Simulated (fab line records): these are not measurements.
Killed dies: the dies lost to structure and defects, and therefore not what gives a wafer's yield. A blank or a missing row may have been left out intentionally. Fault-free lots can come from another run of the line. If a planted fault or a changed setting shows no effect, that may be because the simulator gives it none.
Which tool was responsible? || flow n5 finfet || 9 lots, 27 wafers sampled, at 4 steps of a route of 1938

## WHAT EACH GAUGE READ, for each wafer
N5_SD_ACTIVATION_RS_MEAS_03: uses a four-point probe to measure.
{"lot": "L954", "measured": "day 4 10:25", "on": "film metro-01", "RS_SD_N (ohm/sq)": "21.78 21.85 21.72"}
{"lot": "L956", "measured": "day 4 17:46", "on": "film metro-01", "RS_SD_N (ohm/sq)": "21.93 21.70 21.70"}
{"lot": "L957", "measured": "day 4 23:12", "on": "film metro-02", "RS_SD_N (ohm/sq)": "23.70 23.97 23.83"}
{"lot": "L959", "measured": "day 5 15:13", "on": "film metro-01", "RS_SD_N (ohm/sq)": "23.19 23.27 23.05"}
{"lot": "L963", "measured": "day 6 12:19", "on": "film metro-01", "RS_SD_N (ohm/sq)": "21.95 22.22 22.20"}
{"lot": "L966", "measured": "day 7 04:35", "on": "film metro-01", "RS_SD_N (ohm/sq)": "21.39 21.44 21.23"}
{"lot": "L969", "measured": "day 7 22:53", "on": "film metro-01", "RS_SD_N (ohm/sq)": "21.57 21.91 21.28"}
{"lot": "L971", "measured": "day 8 13:19", "on": "film metro-02", "RS_SD_N (ohm/sq)": "21.84 21.81 22.21"}
{"lot": "L972", "measured": "day 8 15:50", "on": "film metro-01", "RS_SD_N (ohm/sq)": "21.59 22.35 22.25"}

## EACH LOT AND THE TOOL THAT RAN IT (in order: tool; ch and the chambers of the sampled wafers; start)
{"lot": "L954", "N5_SD_EPI_N_EPI_21": "epi rpcvd-04 ch 0, day 4 01:40", "N5_SD_EPI_P_DESCUM_14": "rie diel-01 ch 1,2, day 4 03:58", "N5_SD_ACTIVATION_RTA_00": "rtp anneal-01 ch 0, day 4 10:02"}
{"lot": "L956", "N5_SD_EPI_N_EPI_21": "epi rpcvd-04 ch 0, day 4 10:57", "N5_SD_EPI_P_DESCUM_14": "rie diel-01 ch 0,1, day 4 13:28", "N5_SD_ACTIVATION_RTA_00": "rtp anneal-01 ch 0, day 4 17:22"}
{"lot": "L957", "N5_SD_EPI_N_EPI_21": "epi rpcvd-04 ch 0, day 4 15:33", "N5_SD_EPI_P_DESCUM_14": "rie diel-01 ch 0,2, day 4 18:38", "N5_SD_ACTIVATION_RTA_00": "rtp anneal-01 ch 0, day 4 22:47"}
{"lot": "L959", "N5_SD_EPI_N_EPI_21": "epi rpcvd-04 ch 0, day 5 06:31", "N5_SD_EPI_P_DESCUM_14": "rie diel-05 ch 0,2,3, day 5 10:13", "N5_SD_ACTIVATION_RTA_00": "rtp anneal-01 ch 0, day 5 14:49"}
{"lot": "L963", "N5_SD_EPI_N_EPI_21": "epi rpcvd-02 ch 0, day 6 04:41", "N5_SD_EPI_P_DESCUM_14": "rie diel-04 ch 0,1,2, day 6 07:10", "N5_SD_ACTIVATION_RTA_00": "rtp anneal-01 ch 0, day 6 11:56"}
{"lot": "L966", "N5_SD_EPI_N_EPI_21": "epi rpcvd-02 ch 0, day 6 21:20", "N5_SD_EPI_P_DESCUM_14": "rie diel-05 ch 0,1,2, day 7 00:26", "N5_SD_ACTIVATION_RTA_00": "rtp anneal-02 ch 0, day 7 04:10"}
{"lot": "L969", "N5_SD_EPI_N_EPI_21": "epi rpcvd-03 ch 0, day 7 15:57", "N5_SD_EPI_P_DESCUM_14": "rie diel-05 ch 0,1,3, day 7 18:44", "N5_SD_ACTIVATION_RTA_00": "rtp anneal-01 ch 0, day 7 22:29"}
{"lot": "L971", "N5_SD_EPI_N_EPI_21": "epi rpcvd-04 ch 0, day 8 06:44", "N5_SD_EPI_P_DESCUM_14": "rie diel-05 ch 0,1, day 8 09:08", "N5_SD_ACTIVATION_RTA_00": "rtp anneal-01 ch 0, day 8 12:55"}
{"lot": "L972", "N5_SD_EPI_N_EPI_21": "epi rpcvd-02 ch 0, day 8 08:10", "N5_SD_EPI_P_DESCUM_14": "rie diel-01 ch 0,1,2, day 8 11:38", "N5_SD_ACTIVATION_RTA_00": "rtp anneal-02 ch 0, day 8 15:24"}
- N5_SD_EPI_N_EPI_21: deposits Si:P, time 690 s.
- N5_SD_EPI_P_DESCUM_14: chemistry O2, time 7.9 s.
- N5_SD_ACTIVATION_RTA_00: time 0 s.

## THE ANSWER, worked out from the rows above alone
Rule: usual is defined by the lots themselves. Put in order of their means at a reading, lots are off if they are a third of the lots or fewer, leave a main group of 4 or more, and stand apart from it by a gap of 3 or more times the standard deviation of the main group's means; of several such gaps the widest counts. Not used: any main group whose means are identical at the precision the tables above print for the reading. Also off: a lot with no number at a reading for which 4 or more lots have one. All remaining lots with rows at the step are treated as sound.
Off: at N5_SD_ACTIVATION_RS_MEAS_03 (RS_SD_N), L957, L959. The main group: mean 21.81 ohm/sq, standard deviation 0.25.
If a tool, at a process step before that reading, ran all the lots that are off and no sound lot after the first of them, it fits. Gauges at N5_SD_ACTIVATION_RS_MEAS_03: tried the same way as those tools. No candidate that was tried fits.

## WHAT THE SIMULATOR HAD PUT IN
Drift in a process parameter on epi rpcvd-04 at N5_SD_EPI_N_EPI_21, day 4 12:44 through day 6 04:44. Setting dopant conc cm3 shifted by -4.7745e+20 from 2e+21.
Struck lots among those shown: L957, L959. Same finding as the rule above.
